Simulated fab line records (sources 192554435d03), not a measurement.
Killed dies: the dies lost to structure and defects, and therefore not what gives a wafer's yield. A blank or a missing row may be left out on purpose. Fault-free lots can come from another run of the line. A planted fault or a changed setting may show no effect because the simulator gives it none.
Matching of chambers | flow n5 finfet | N5_HKMG_FIN_ETCH_54 on rie diel-02 has 4 sister chambers
The step etches SiARC in CF4, target depth 45.5 nm, time 75.8 s. 4 wafers are shown with their chamber, then 11 later ones without.

## WAFERS WITH THEIR CHAMBER
wafer  | chamber | showerhead plenum p Torr (Torr)
L091.1 | 2       | 2.11
L091.2 | 1       | 2.22
L091.3 | 0       | 1.97
L091.4 | 3       | 2.08

## WAFERS WITH NO CHAMBER GIVEN
wafer  | showerhead plenum p Torr (Torr)
L091.5 | 2.22
L091.6 | 1.97
L093.1 | 2.08
L093.4 | 2.11
L093.5 | 2.22
L095.1 | 2.08
L095.2 | 1.97
L095.4 | 1.97
L096.2 | 2.07
L096.3 | 1.96
L096.5 | 1.96

## EACH ONE'S CHAMBER
wafer  | from the rows above | in truth
L091.5 | 1                   | 1
L091.6 | 0                   | 0
L093.1 | 3                   | 3
L093.4 | 2                   | 2
L093.5 | 1                   | 1
L095.1 | 3                   | 3
L095.2 | 0                   | 0
L095.4 | 0                   | 0
L096.2 | 3                   | 3
L096.3 | 0                   | 0
L096.5 | 0                   | 0
Placed correctly: 11 of 11. Left unplaced by these rows: 0. Wrongly placed: 0.
How it was worked out, from the rows above alone: a wafer's distance from a chamber is the root of the sum, over the readings, of the square of ((its reading less the chamber's mean) divided by the reading's scatter). The wafer belongs to the nearest chamber; if the next one is less than 2 further off, it can't be placed. For every chamber, the mean is computed from those of its wafers that are shown. The scatter: root of mean squared gap, hidden wafer to nearest shown wafer, with one shown wafer a chamber.
